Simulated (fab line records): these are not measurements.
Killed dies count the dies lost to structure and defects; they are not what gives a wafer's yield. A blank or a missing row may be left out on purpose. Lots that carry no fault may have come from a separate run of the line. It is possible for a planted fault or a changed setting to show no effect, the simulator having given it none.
fab line records | flow n5Finfet
[record] lots = 4 wafers = 12 lastDay = 15
route steps=1938 shown BEOL_M1@751 BEOL_M4@1111 PASSIVATION@1936
lots with no fault: from the same line, run without faults
startH: the number of hours between the record's first day and the start of the first shown wafer of the lot | waitH: hours elapsed since this lot's preceding step | " same as the row above | L1.1+2: a single row standing in for several wafers | - no value present, or no start provided | * or withheld: withheld | < > ~ a bound
route shown NAME@n: names a module that has steps shown in the file, with the first one's number in the route | usual: mean/standard deviation of fault-free wafers | same: alike in all rows | chamber/n: place in a boat | sites: readings site by site | _std_site: standard deviation of those values | _edge_site: the outer-site mean with the inner-site mean subtracted | radiusMm: how far each site lies from the wafer's centre | mask NAME#n: copy n | behind: the tool/chamber that last shaped the wafer | hold: why the lot was held/for how many hours/how that ended | device: the n, p or np transistor that did not switch | end of line: the route-end tests of the same wafers | a step without rows: its recipe alone | killed: count of dies lost to structure and defects at first sort (not the wafer's yield) | map: a wafer's dies, x killed, . not, _ none there
set.NAME: setting as actually run; set.NAME@STEP: the setting as run at that earlier step | model.NAME: the simulator's own value behind a step, which no gauge read
lots at some steps of the route; a table a step, a row a wafer
services: the hour from which a tool's chamber was out of use, counted from the record's first day as startH (under 0 if before that day), plus the number of hours and why
[[steps]]
[step N5_BEOL_M1_ILD_DEP_00]
[recipe] material = SiOC targetThkA = 790 tempC = 350 precursor = DEMS/O2 pressureTorr = 5 rfW = 500 timeS = 15.3
[step N5_BEOL_M1_PECVD_72]
[recipe] material = SiO2 targetThkA = 160 tempC = 400 precursor = TEOS/O2 pressureTorr = 5.5 rfW = 450 teosFlowSccm = 53.8 gas = O2 flowSccm = 3000 timeS = 18
[step N5_BEOL_M1_HM_DEP_02]
[recipe] material = TiN targetThkA = 200 tempC = 25 chamberPressurePa = 0.49996
[step N5_BEOL_M1_COAT_61]
[recipe] resist = SOC tempC = 250 timeS = 60 spinRpm = 1500 resistThkNm = 60
[step N5_BEOL_M1_COAT_62]
[recipe] resist = SiARC tempC = 220 timeS = 60 spinRpm = 1500 resistThkNm = 12
[step N5_BEOL_M1_COAT_73]
[recipe] resist = underlayer tempC = 205 timeS = 60 spinRpm = 1500 resistThkNm = 5
[step N5_BEOL_M1_COAT_05]
[recipe] resist = CAR-EUV spinRpm = 1500 resistThkNm = 30
[step N5_BEOL_M1_EBR_07]
[recipe] solvent = PGMEA ebrWidthMm = 1.5
[step N5_BEOL_M1_SOFTBAKE_06]
[recipe] tempC = 110 timeS = 60 resist = CAR-EUV
[step N5_BEOL_M1_EXPOSE_08]
[recipe] maskId = M1 na = 0.33 sourceShape = dipole sigmaInner = 0.369 sigmaOuter = 0.767 polarization = unpolarized doseMj = 33
[usual] exposureDoseMJCm2 = 32.95/0.044
// columns lot.wafer tool chamber startH waitH mask exposureDoseMJCm2
L187.1 euvScanner-01 0 150.80 - M1#0 32.93
L187.3 " 0 " " M1#0 32.97
L187.6 " 0 " " M1#0 32.96
L197.2 euvScanner-01 0 212.38 - M1#0 32.38
L197.3 " 0 " " M1#0 32.37
L197.4 " 0 " " M1#0 32.35
L198.1 euvScanner-01 0 218.71 - M1#0 32.45
L198.2 " 0 " " M1#0 32.48
L198.4 " 0 " " M1#0 32.47
L201.1 euvScanner-02 0 235.59 - M1#0 32.95
L201.5 " 0 " " M1#0 32.90
L201.6 " 0 " " M1#0 32.81
[step N5_BEOL_M1_PEB_09]
[recipe] pebTempC = 100 pebTimeS = 60 resist = CAR-EUV
[step N5_BEOL_M1_DEVELOP_10]
[recipe] developTimeS = 30 developer = TMAH resist = CAR-EUV rinseLiquid = surfactantRinse dry = airSpin devTempC = 23
[step N5_BEOL_M1_DESCUM_16]
[recipe] chemistry = O2 timeS = 7 sourcePowerW = 50 biasPowerW = 20 pressureMtorr = 20 rfFrequencyHz = 2.712e+07 tempC = 40 resist = CAR-EUV o2FlowSccm = 225
[step N5_BEOL_M1_ETCH_74]
[recipe] chemistry = N2/H2 target = underlayer targetDepthA = 65 maskMaterial = CAR-EUV timeS = 5.2 ionEnergyEv = 200 pressureMtorr = 30 sourceW = 840 biasW = 150 n2FlowSccm = 200 h2FlowSccm = 200 ends = cleared
[usual] chamberPressureMTorr = 30.01/0.045 drypumpMotorCurrentA = 5.7/0.42 etchRfOnTimeS = 5.20/0.083 oesProductAu = 0.66/0.073 rfVppV = 523.5/2.6 showerheadPlenumPTorr = 2.53/0.077 throttleValvePct = 17.90/0.25
// columns lot.wafer tool chamber startH waitH chamberPressureMTorr drypumpMotorCurrentA etchRfOnTimeS oesProductAu rfHoursCounterH rfVppV showerheadPlenumPTorr throttleValvePct model.BEOL_M1.cdOffsetNm
L187.1 rieDiel-05 3 151.12 0.0 30.06 5.7 5.20 0.72 77 521.2 2.47 17.52 0
L187.3 " 2 " " 30.03 5.1 5.12 0.76 41 525.0 2.58 17.63 0.2
L187.6 " 1 " " 30.02 5.5 5.14 0.61 - 522.1 2.43 18.02 0
L197.2 rieDiel-04 0 212.80 0.0 30.01 5.6 5.11 0.70 69 522.6 2.48 17.88 -0.6
L197.3 " 3 " " 29.98 5.1 5.23 0.65 153 525.1 2.55 18.19 -0.6
L197.4 " 1 " " 30.06 5.9 5.18 0.58 241 527.7 2.61 17.94 -0.6
L198.1 rieDiel-05 0 219.48 0.0 30.04 6.0 5.36 0.60 205 524.2 2.62 18.29 -0.2
L198.2 " 2 " " 30.03 5.1 5.25 0.73 63 527.2 2.57 17.61 -0.4
L198.4 " 1 " " 30.04 5.5 5.14 0.60 197 518.9 2.42 18.07 -0.2
L201.1 rieDiel-05 1 235.88 0.0 30.12 5.5 5.14 0.60 202 518.9 2.42 18.06 0
L201.5 " 1 " " 30.07 5.5 5.15 0.60 - 519.6 2.42 18.04 0
L201.6 " 0 " " 30.01 6.0 5.31 0.60 - 525.9 2.62 18.29 0
[step N5_BEOL_M1_ETCH_63]
[recipe] chemistry = CF4 target = SiARC targetDepthA = 156 maskMaterial = CAR-EUV timeS = 26 ionEnergyEv = 80 pressureMtorr = 40 sourceW = 545 biasW = 36 Ar_flow_sccm = 100 cf4FlowSccm = 100 ends = cleared
[step N5_BEOL_M1_ETCH_64]
[recipe] chemistry = N2/H2 target = SOC targetDepthA = 750 overetchA = 150 maskMaterial = SiARC tempC = 40 timeS = 112.5 ionEnergyEv = 200 pressureMtorr = 30 sourceW = 840 biasW = 150 n2FlowSccm = 200 h2FlowSccm = 200
[step N5_BEOL_M1_STRIP_65]
[recipe] chemistry = N2/H2 tempC = 40 n2FlowSccm = 200 h2FlowSccm = 200 rfFrequencyHz = 6e+07
[step N5_BEOL_M1_STRIP_75]
[recipe] chemistry = N2/H2 tempC = 40 n2FlowSccm = 200 h2FlowSccm = 200 rfFrequencyHz = 6e+07
[step N5_BEOL_M1_STRIP_66]
[recipe] chemistry = CF4 resist = SiARC powerW = 300 biasPowerW = 75 pressureMtorr = 50 cf4FlowSccm = 150 rfFrequencyHz = 6e+07
[step N5_BEOL_M1_HM_OPEN_17]
[recipe] chemistry = Cl2/BCl3 targetDepthA = 200 overetchA = 60 target = TiN maskMaterial = SOC ionEnergyEv = 150 pressureMtorr = 10 icpW = 1000 biasW = 126 Cl2_flow_sccm = 53.25 bcl3FlowSccm = 21.75 Ar_flow_sccm = 25
[usual] chamberPressureMTorr = 10.001/0.0096 drypumpMotorCurrentA = 5.7/0.56 oesProductAu = 0.63/0.089 throttleValvePct = 22.25/0.19
// columns lot.wafer tool chamber startH waitH chamberPressureMTorr drypumpMotorCurrentA oesProductAu rfHoursCounterH throttleValvePct model.BEOL_M1.cdOffsetNm
L187.1 rieMetal-02 0 151.33 0.0 10.010 4.8 0.55 102 22.00 -0.2
L187.3 " 0 " " 9.995 4.8 0.55 - 22.00 0.2
L187.6 " 1 " " 9.998 6.2 0.55 - 22.39 -0.2
L197.2 rieMetal-02 1 213.01 0.0 10.010 6.2 0.56 99 22.40 -0.6
L197.3 " 1 " " 10.013 6.2 0.55 - 22.39 -0.8
L197.4 " 0 " " 9.997 4.8 0.54 - 21.99 -0.8
L198.1 rieMetal-02 0 219.69 0.0 10.000 4.8 0.54 109 22.00 -0.4
L198.2 " 1 " " 9.993 6.2 0.55 100 22.41 -0.2
L198.4 " 1 " " 9.995 6.1 0.55 - 22.42 -0.2
L201.1 rieMetal-01 1 236.09 0.0 10.000 6.2 0.69 34 22.42 0
L201.5 " 0 " " 10.005 5.5 0.79 - 22.28 -0.2
L201.6 " 1 " " 10.010 6.2 0.69 - 22.41 -0.2
[step N5_BEOL_M1_STRIP_19]
[recipe] chemistry = O2 powerW = 400 tempC = 40 pressureMtorr = 30 rfFrequencyHz = 6e+07 biasPowerW = 0 overashFraction = 0.2 o2FlowSccm = 225
[step N5_BEOL_M4_RC_MEAS_101]
[usual] DIBL_N = 36.4/1.2 DIBL_P = 36.1/1.6 IOFF_N = 0.156/0.024 IOFF_P = 0.21/0.031 ION_N = 674/11 ION_P = 463/6.9 SS_N = 71.5/0.5 SS_P = 73.2/0.55 VT_N = 250.0/2.9 VT_P = -250/3.6
// columns lot.wafer tool chamber startH waitH DIBL_N[mV/V] DIBL_P[mV/V] IOFF_N[nA/um] IOFF_P[nA/um] ION_N[uA/um] ION_P[uA/um] SS_N[mV/dec] SS_P[mV/dec] VT_N[mV] VT_P[mV]
L187.1 prober-01 0 193.63 0.0 36.8 37.1 0.168 0.25 687 470 71.7 73.3 249.2 -244
L187.3 " 0 " " 35.2 34.3 0.130 0.19 675 471 71.5 72.5 252.3 -248
L187.6 " 0 " " 34.8 34.5 0.125 0.20 673 465 71.2 72.6 251.8 -249
L197.2 prober-02 0 252.79 0.2 35.6 34.5 0.134 0.17 661 452 71.4 73.2 255.2 -256
L197.3 " 0 " " 36.0 35.8 0.162 0.19 686 462 71.6 73.8 251.0 -252
L197.4 " 0 " " 37.4 37.1 0.163 0.20 673 455 71.3 73.6 251.6 -255
L198.1 prober-01 0 255.56 0.0 37.4 36.3 0.155 0.20 677 465 71.1 73.5 248.3 -249
L198.2 " 0 " " 38.5 37.1 0.172 0.22 673 461 72.1 73.4 249.0 -252
L198.4 " 0 " " 36.7 34.3 0.137 0.18 659 454 71.8 72.5 252.5 -251
L201.1 prober-01 0 276.79 0.0 37.9 36.7 0.178 0.24 684 469 72.1 74.2 249.4 -247
L201.5 " 0 " " 35.7 33.8 0.141 0.20 665 464 71.8 72.6 247.6 -250
L201.6 " 0 " " 36.7 35.3 0.153 0.23 662 464 71.7 73.0 249.8 -246
[step N5_PASSIVATION_PROBE_49]
[usual] defectLimitedYield = 91.4/1.5 killed_at_M0_to_M3 = 31/11 killed_at_M4_up = 13/5.5 killedAtContacts = 13/6.3 killedAtFrontEnd = 40/13 killedAtOther = 3.3/2.6 killedDies = 101/18 killedOnRim = 13/4 killedOpen = 67/13 killedShort = 33/7.9 sort_bin_5_function = 5.1/1 sort_bin_6_memory = 3.2/0.68 sortNPass = 1079/18 sortYieldPct = 91.4/1.5
[same] grossDies = 1180 killedAtBackSide = 0 sort_bin_4_leakage[%] = 0 sort_bin_8_speed[%] = 0
// columns lot.wafer tool chamber startH waitH defectLimitedYield[%] killed_at_M0_to_M3 killed_at_M4_up killedAtContacts killedAtFrontEnd killedAtOther killedDies killedOnRim killedOpen killedShort sort_bin_5_function[%] sort_bin_6_memory[%] sortNPass sortYieldPct[%]
L187.1 prober-02 - 292.81 0.0 91.9 19 12 3 59 2 95 12 55 38 4.0 3.6 1085 91.9
L187.3 prober-02 - 292.91 0.1 92.3 25 22 3 40 1 91 12 59 31 4.9 2.6 1089 92.3
L187.6 prober-02 - 293.06 0.3 91.6 32 11 1 51 4 99 10 65 30 4.9 3.1 1081 91.6
L197.2 prober-01 - 354.27 0.1 90.1 32 15 6 59 5 117 18 63 50 5.5 3.6 1063 90.1
L197.3 prober-01 - 354.32 0.1 86.7 64 16 15 57 5 157 15 107 46 8.6 4.7 1023 86.7
L197.4 prober-01 - 354.37 0.2 90.3 37 19 11 41 6 114 15 74 35 6.0 3.2 1066 90.3
L198.1 prober-02 - 359.06 0.0 90.0 56 13 9 38 2 118 11 80 37 5.1 4.7 1062 90.0
L198.2 prober-02 - 359.11 0.1 87.8 48 10 11 69 6 144 22 91 52 6.1 5.3 1036 87.8
L198.4 prober-02 - 359.21 0.2 88.1 57 23 20 39 2 141 17 92 46 7.3 4.1 1039 88.1
L201.1 prober-02 - 370.03 0.0 93.1 8 17 14 38 5 82 13 69 12 3.8 3.1 1098 93.1
// killed by level:class
L187.1 STI_FIN_REVEAL:geometricParticle:open=15 FIN_SAQP:geometricParticle:short=13 ILD0:geometricParticle:short=8 BEOL_M0:geometricParticle:open=7 BEOL_M2:geometricParticle:open=7 STI_FIN_REVEAL:geometricParticle:short=5 ILD0:geometricParticle:open=5 FIN_SAQP:geometricParticle:open=3
L187.3 STI_FIN_REVEAL:geometricParticle:open=14 BEOL_M4:geometricParticle:open=12 GATE_CUT:geometricParticle:short=7 BEOL_M3:geometricParticle:open=7 BEOL_M1:geometricParticle:open=6 BEOL_M2:geometricParticle:open=5 FIN_SAQP:geometricParticle:short=4 BEOL_M4:geometricParticle:short=3
L187.6 STI_FIN_REVEAL:geometricParticle:open=18 BEOL_M3:geometricParticle:open=8 FIN_SAQP:geometricParticle:short=6 GATE_CUT:geometricParticle:open=6 BEOL_M2:geometricParticle:open=6 GATE_CUT:geometricParticle:short=5 BEOL_M0_SAQP:geometricParticle:short=4 BEOL_M0:geometricParticle:open=4
L197.2 FIN_SAQP:geometricParticle:short=23 FIN_SAQP:geometricParticle:open=16 BEOL_M4:geometricParticle:open=7 BEOL_M3:geometricParticle:short=5 BEOL_M3:geometricParticle:open=5 STARTING-WAFER:geometricParticle:open=4 MOL_CONTACT_COAG:geometricParticle:open=4 BEOL_M0_SAQP:geometricParticle:short=4
L197.3 BEOL_M0_SAQP:geometricParticle:open=18 FIN_SAQP:geometricParticle:short=17 FIN_SAQP:geometricParticle:open=14 MOL_CONTACT_COAG:geometricParticle:open=14 BEOL_M3:geometricParticle:open=14 BEOL_M0_SAQP:geometricParticle:short=13 DUMMY_GATE:geometricParticle:open=6 BEOL_M2:geometricParticle:open=6
L197.4 BEOL_M3:geometricParticle:open=19 FIN_SAQP:geometricParticle:short=11 MOL_CONTACT_COAG:geometricParticle:open=9 BEOL_M4:geometricParticle:open=7 DUMMY_GATE:geometricParticle:open=6 FIN_SAQP:geometricParticle:open=5 BEOL_M0_SAQP:geometricParticle:open=4 PAD_METAL:geometricParticle:open=4
L198.1 BEOL_M0_SAQP:geometricParticle:short=13 BEOL_M4:geometricParticle:open=11 BEOL_M3:geometricParticle:open=10 FIN_SAQP:geometricParticle:open=9 MOL_CONTACT_COAG:geometricParticle:open=9 BEOL_M0_SAQP:geometricParticle:open=9 BEOL_M1:geometricParticle:open=9 FIN_SAQP:geometricParticle:short=8
L198.2 FIN_SAQP:geometricParticle:open=15 STI_FIN_REVEAL:geometricParticle:open=13 BEOL_M3:geometricParticle:open=12 BEOL_M0_SAQP:geometricParticle:short=11 FIN_SAQP:geometricParticle:short=10 MOL_CONTACT_COAG:geometricParticle:open=9 STI_FIN_REVEAL:geometricParticle:short=8 BEOL_M2:geometricParticle:open=6
L198.4 MOL_CONTACT_COAG:geometricParticle:open=14 BEOL_M4:geometricParticle:open=12 BEOL_M0_SAQP:geometricParticle:short=11 BEOL_M0_SAQP:geometricParticle:open=11 BEOL_M1:geometricParticle:open=11 FIN_SAQP:geometricParticle:open=9 BEOL_M3:geometricParticle:open=8 FIN_SAQP:geometricParticle:short=7
L201.1 MOL_CONTACT_COAG:geometricParticle:open=12 FIN_SAQP:geometricParticle:open=10 BEOL_M4:geometricParticle:open=9 STI_FIN_REVEAL:geometricParticle:open=7 STARTING-WAFER:geometricParticle:open=5 ILD0:geometricParticle:open=4 BEOL_M7:geometricParticle:open=4 BEOL_M0:geometricParticle:open=3
[[services]]
// columns tool chamber startH hours kind
euvScanner-01 - 139.87 2.7 repair
euvScanner-02 - 143.60 2.5 repair
rieMetal-01 0 148.50 - clean
rieMetal-01 0 148.50 19.5 scheduledDown
rieMetal-01 0 148.50 19.5 ventCycle
rieDiel-05 0 149.24 2.4 repair
rieDiel-04 0 150.26 5.2 repair
euvScanner-02 - 153.10 63.5 repair
rieDiel-04 2 155.76 - clean
rieDiel-04 2 155.76 - consumableReplace:esc
rieDiel-04 2 155.76 - consumableReplace:focusRing
rieDiel-04 2 155.76 18.5 scheduledDown
rieDiel-04 2 155.76 18.5 ventCycle
euvScanner-01 - 179.60 1.0 pm
euvScanner-01 0 212.19 - calibration
euvScanner-02 - 216.63 1.0 pm
euvScanner-02 - 217.64 4.6 pm
euvScanner-01 - 223.25 1.0 pm
rieMetal-02 1 223.28 6.9 repair
[[key]]
[firstSign] step = N5_BEOL_M1_EXPOSE_08 reading = exposureDoseMJCm2 direction = down sigmas = 12 usual = 32.95 struck = 32.42
effect none on later readings
[modelEffect] step = N5_BEOL_M1_ETCH_74 value = BEOL_M1.cdOffsetNm without = -0.1 struck = -0.4333
[modelEffect] step = N5_BEOL_M1_HM_OPEN_17 value = BEOL_M1.cdOffsetNm without = -0.1333 struck = -0.5
metAt N5_BEOL_M1_EXPOSE_08
struckWafers L197.2,L197.3,L197.4,L198.1,L198.2,L198.4
[loopTrim] step = N5_BEOL_M1_EXPOSE_08 setting = dose lots = L198
onsetBetween 150.80 212.38
[fault] kind = processParameterDrift tool = euvScanner-01 chamber = - onsetH = 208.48 steps = N5_BEOL_M1_EXPOSE_08 channel = doseMj offset = -0.59863 shape = step actsIn = theseRecipesOnly stated = 33
// loopTrim: a control loop set the setting to another value than it would have without faults
